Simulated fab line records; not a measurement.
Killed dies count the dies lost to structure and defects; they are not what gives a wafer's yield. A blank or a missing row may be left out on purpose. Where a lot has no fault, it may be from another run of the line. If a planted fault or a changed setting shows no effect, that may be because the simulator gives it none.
Matching of chambers :: flow n5_finfet :: N5_BEOL_M11_PECVD_70 on pecvd-04: 3 sister chambers
The step deposits SiO2 from TEOS/O2, target thk 20 nm, time 22.7 s. 14 wafers are shown with their chamber, then 7 later ones without.

EACH WAFER AND ITS CHAMBER
wafer: L134.2
chamber: 2
throttle_valve_pct (%): 20.5
showerhead_plenum_p_Torr (Torr): 8.76
heater_power_w (W): 884

wafer: L134.3
chamber: 1
throttle_valve_pct (%): 23.1
showerhead_plenum_p_Torr (Torr): 8.73
heater_power_w (W): 705

wafer: L134.5
chamber: 1
throttle_valve_pct (%): 23.0
showerhead_plenum_p_Torr (Torr): 8.70
heater_power_w (W): 695

wafer: L132.1
chamber: 0
throttle_valve_pct (%): 22.9
showerhead_plenum_p_Torr (Torr): 8.78
heater_power_w (W): 881

wafer: L132.3
chamber: 2
throttle_valve_pct (%): 20.6
showerhead_plenum_p_Torr (Torr): 8.77
heater_power_w (W): 851

wafer: L132.6
chamber: 0
throttle_valve_pct (%): 23.0
showerhead_plenum_p_Torr (Torr): 8.78
heater_power_w (W): 903

wafer: L137.1
chamber: 0
throttle_valve_pct (%): 23.1
showerhead_plenum_p_Torr (Torr): 8.76
heater_power_w (W): 819

wafer: L137.2
chamber: 2
throttle_valve_pct (%): 20.3
showerhead_plenum_p_Torr (Torr): 8.76
heater_power_w (W): 749

wafer: L137.4
chamber: 0
throttle_valve_pct (%): 22.7
showerhead_plenum_p_Torr (Torr): 8.75
heater_power_w (W): 820

wafer: L136.1
chamber: 1
throttle_valve_pct (%): 22.9
showerhead_plenum_p_Torr (Torr): 8.71
heater_power_w (W): 681

wafer: L136.3
chamber: 2
throttle_valve_pct (%): 20.4
showerhead_plenum_p_Torr (Torr): 8.76
heater_power_w (W): 792

wafer: L136.5
chamber: 1
throttle_valve_pct (%): 22.6
showerhead_plenum_p_Torr (Torr): 8.73
heater_power_w (W): 691

wafer: L138.2
chamber: 0
throttle_valve_pct (%): 23.0
showerhead_plenum_p_Torr (Torr): 8.76
heater_power_w (W): 781

wafer: L138.3
chamber: 1
throttle_valve_pct (%): 22.8
showerhead_plenum_p_Torr (Torr): 8.71
heater_power_w (W): 757

SIGNATURES, as means of the wafers listed above
reading: throttle_valve_pct
chamber 0: 22.940
chamber 1: 22.880
chamber 2: 20.450
scatter within a chamber: 0.162

reading: showerhead_plenum_p_Torr
chamber 0: 8.7660
chamber 1: 8.7160
chamber 2: 8.7625
scatter within a chamber: 0.0117

reading: heater_power_w
chamber 0: 840.80
chamber 1: 705.80
chamber 2: 819.00
scatter within a chamber: 47.1
Rule: a wafer's distance from a chamber is the root of the sum, over the readings, of the square of ((its reading less the chamber's mean) divided by the reading's scatter). If the next closest chamber is less than 2 further off than the closest, the wafer can't be placed; otherwise it belongs to the closest. The scatter is the square root of a quotient: the sum, over the shown wafers, of each reading's squared deviation from its chamber's mean, divided by wafers minus chambers.

WAFERS WITHOUT THEIR CHAMBER
wafer: L138.4
throttle_valve_pct (%): 20.2
showerhead_plenum_p_Torr (Torr): 8.75
heater_power_w (W): 852

wafer: L139.1
throttle_valve_pct (%): 22.9
showerhead_plenum_p_Torr (Torr): 8.75
heater_power_w (W): 804

wafer: L139.5
throttle_valve_pct (%): 22.7
showerhead_plenum_p_Torr (Torr): 8.78
heater_power_w (W): 808

wafer: L139.6
throttle_valve_pct (%): 20.6
showerhead_plenum_p_Torr (Torr): 8.78
heater_power_w (W): 767

wafer: L151.2
throttle_valve_pct (%): 22.6
showerhead_plenum_p_Torr (Torr): 8.70
heater_power_w (W): 690

wafer: L151.5
throttle_valve_pct (%): 22.9
showerhead_plenum_p_Torr (Torr): 8.71
heater_power_w (W): 722

wafer: L151.6
throttle_valve_pct (%): 23.1
showerhead_plenum_p_Torr (Torr): 8.76
heater_power_w (W): 860

WHICH CHAMBER EACH ONE RAN IN
wafer: L138.4
from the rows above: 2
in truth: 2

wafer: L139.1
from the rows above: can't be placed: 0 or 1
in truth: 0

wafer: L139.5
from the rows above: 0
in truth: 0

wafer: L139.6
from the rows above: 2
in truth: 2

wafer: L151.2
from the rows above: 1
in truth: 1

wafer: L151.5
from the rows above: 1
in truth: 1

wafer: L151.6
from the rows above: 0
in truth: 0
Correct placement for 6 of the 7. Can't be placed from these rows: 1 (the true chamber is among the candidates in 1). 0 placed wrongly.
